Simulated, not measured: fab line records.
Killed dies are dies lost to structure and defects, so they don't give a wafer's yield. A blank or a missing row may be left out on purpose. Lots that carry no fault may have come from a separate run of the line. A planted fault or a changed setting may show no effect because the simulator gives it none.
Matching of chambers | flow n5 finfet | 4 sister chambers for N5_BEOL_M7_ALD_77 on ald metal-01
The step deposits TaN, target thk 2 nm, pulse time 2 s, purge time 3 s. 16 wafers are shown with their chamber, then 8 later ones without.

WAFERS WITH THEIR CHAMBER
wafer  | chamber | heater power w (W) | susceptor temp C (C)
L085.2 | 3       | 441                | 275.10
L085.3 | 2       | 419                | 275.14
L085.6 | 1       | 428                | 275.08
L086.1 | 1       | 411                | 275.14
L086.3 | 0       | 352                | 274.93
L086.6 | 2       | 416                | 275.02
L087.1 | 2       | 420                | 275.03
L087.3 | 0       | 356                | 274.86
L087.6 | 0       | 340                | 275.02
L091.3 | 1       | 432                | 274.76
L091.5 | 3       | 461                | 274.90
L091.6 | 2       | 413                | 274.82
L093.1 | 1       | 435                | 275.03
L093.2 | 0       | 353                | 274.81
L093.4 | 2       | 421                | 275.26
L095.2 | 3       | 448                | 274.42

SIGNATURES, as means of the wafers listed above
reading          | chamber 0 | chamber 1 | chamber 2 | chamber 3 | scatter within a chamber
heater power w   | 350.25    | 426.50    | 417.80    | 450.00    | 7.87
susceptor temp C | 274.9050  | 275.0025  | 275.0540  | 274.8067  | 0.196
Rule: a wafer lies at a distance from a chamber equal to the root of the sum of squares, over the readings, of (its reading less the chamber's mean, divided by the reading's scatter). If the next closest chamber is less than 2 further off than the closest, the wafer can't be placed; otherwise it belongs to the closest. The scatter: take each reading less its chamber's mean, square it, sum over the shown wafers, divide by the number of wafers less the number of chambers, and take the root.

WAFERS WITHOUT THEIR CHAMBER
wafer  | heater power w (W) | susceptor temp C (C)
L095.3 | 350                | 274.88
L095.4 | 437                | 275.09
L096.1 | 358                | 275.38
L096.2 | 431                | 275.30
L096.3 | 433                | 275.01
L096.4 | 457                | 275.20
L096.5 | 345                | 275.15
L096.6 | 454                | 275.12

WHICH CHAMBER EACH ONE RAN IN
wafer  | from the rows above          | in truth
L095.3 | 0                            | 0
L095.4 | can't be placed: 1 or 3 or 2 | 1
L096.1 | 0                            | 0
L096.2 | can't be placed: 1 or 2 or 3 | 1
L096.3 | can't be placed: 1 or 2 or 3 | 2
L096.4 | can't be placed: 3 or 1      | 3
L096.5 | 0                            | 0
L096.6 | can't be placed: 3 or 1      | 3
3 of 8 placed correctly. From these rows, 5 cannot be placed; in 5 the true chamber is one of the candidates. Wrongly placed: 0.
